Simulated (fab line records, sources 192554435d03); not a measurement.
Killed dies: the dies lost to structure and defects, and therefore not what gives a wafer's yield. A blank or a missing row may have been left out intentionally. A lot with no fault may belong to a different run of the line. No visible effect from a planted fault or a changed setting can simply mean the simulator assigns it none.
Problem report in the 8D (eight disciplines) form, filled by code + flow n5_finfet + the parts of the form that need people (team, actions taken, sign-off) are left out

## 1. WHAT IS WRONG
Wafers without a fault read 96.2 s, standard deviation 0.42; strip_time_to_endpoint_s at N5_SDB_STRIP_22 reads a mean of 99.9 s on 2 wafers belonging to 2 lots. Measured from the usual mean, that is +8.8 standard deviations.
The step: strips in N2/H2.
The first sign was on wafer L773.6 at day 8 10:34, on plasma_asher-02. At this step, 40 wafers from 14 lots have a number in the record. The rule behind "out" and "out of limits": a value lying over 4 standard deviations away from the usual mean. The rest of the wafers with a number are treated as sound.

## 2. WHAT IT IS AND WHAT IT IS NOT
| question                    | is                       | is not                                                                          |
|-----------------------------|--------------------------|---------------------------------------------------------------------------------|
| which readings at this step | strip_time_to_endpoint_s | drypump_motor_current_A, heater_power_w, oes_product_au, temp_c                 |
| which lots                  | L773, L776               | L755, L756, L757, L759, L760, L763, L765, L766, L767, L768, L777, L778          |
| which wafers of those lots  | L773.6, L776.2           | L773.3, L773.4, L776.4, L776.6                                                  |
| read on which tools         | plasma_asher-02          | plasma_asher-01                                                                 |
| when                        | from day 8 10:34         | up to then (31 sound wafers); but 7 sound wafers of L776, L777, L778 came after |

## 3. WHAT RULES OUT EACH SUSPECT
Counting: any tool at a process step up to the reading remains a suspect provided it ran every lot that is out. Sound lots after the first of them don't rule it out here, since some wafers of a struck lot are sound.
- ald_sin-01 at N5_ILD0_LINER_00 (material SiNx, target thk 4 nm, pulse time 1 s, purge time 2 s): kept. It ran every lot that is out, first L773 (day 8 03:02); its last sound lot up to then is L767 (day 6 17:34).
- rie_diel-06 at N5_SDB_HM_OPEN_20 (chemistry CH3F/O2, target SiNx, stops on poly-Si, target depth 24 nm): kept. It ran every lot that is out, first L773 (day 8 10:27); its last sound lot up to then is L756 (day 4 02:15).
- plasma_asher-02 at N5_SDB_STRIP_22 (strips in N2/H2): kept. It ran every lot that is out, first L773 (day 8 10:34); its last sound lot up to then is L767 (day 7 00:52). On those wafers its own readings are out: strip_time_to_endpoint_s.
- In ald_sin-01 at N5_ILD0_LINER_00, the wafers that are out were processed in chamber 0 and their sound lot-mates in chambers 2, 3.
- In rie_diel-06 at N5_SDB_HM_OPEN_20, the wafers that are out were processed in chamber 3 and their sound lot-mates in chambers 0, 1, 2.
ald_sin-01 at N5_ILD0_LINER_00, rie_diel-06 at N5_SDB_HM_OPEN_20 and plasma_asher-02 at N5_SDB_STRIP_22 are what is left after counting.

## 4. THE CAUSE (what the simulator had put in)
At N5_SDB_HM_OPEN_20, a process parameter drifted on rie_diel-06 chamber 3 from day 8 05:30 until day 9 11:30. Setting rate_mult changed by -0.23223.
3 suspects survive the count, and this tool is in that group.

## 5. THE CHAIN OF EFFECTS, in route order
Each row: a reading whose mean over the struck wafers that have a number lies more than 3 standard deviations from the usual. Scope: only readings with a usual standard deviation given in the record; hours: median across lots of the time from each lot's start at the first step in this table that gives one to its start at this step; sigmas: change in usual standard deviations.
| hours | step            | reading                  | usual  | on struck wafers | change | sigmas |
|-------|-----------------|--------------------------|--------|------------------|--------|--------|
| 0     | N5_SDB_STRIP_22 | strip_time_to_endpoint_s | 96.2 s | 99.9             | +3.7   | +8.8   |
The process steps in it:
- N5_SDB_STRIP_22: strips in N2/H2.
Later measuring or inspecting steps at which every struck wafer that the step has a row for has a number for every such reading, and none has moved that far: N5_BEOL_M4_RC_MEAS_101.

## 6. HOW IT WOULD HAVE BEEN CAUGHT EARLIER
The fault began at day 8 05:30; the first out-of-limits reading in this record came at day 8 10:34, 5 hours later.
An alarm limit of 4 standard deviations would not have fired on the tool readings at N5_SDB_HM_OPEN_20 for which the record gives a usual standard deviation, since none of them was out on any struck wafer.
Lots out: 2; of these, L776 started N5_SDB_HM_OPEN_20 on rie_diel-06 after day 8 10:34. Putting the tool on hold at that point would have spared it.
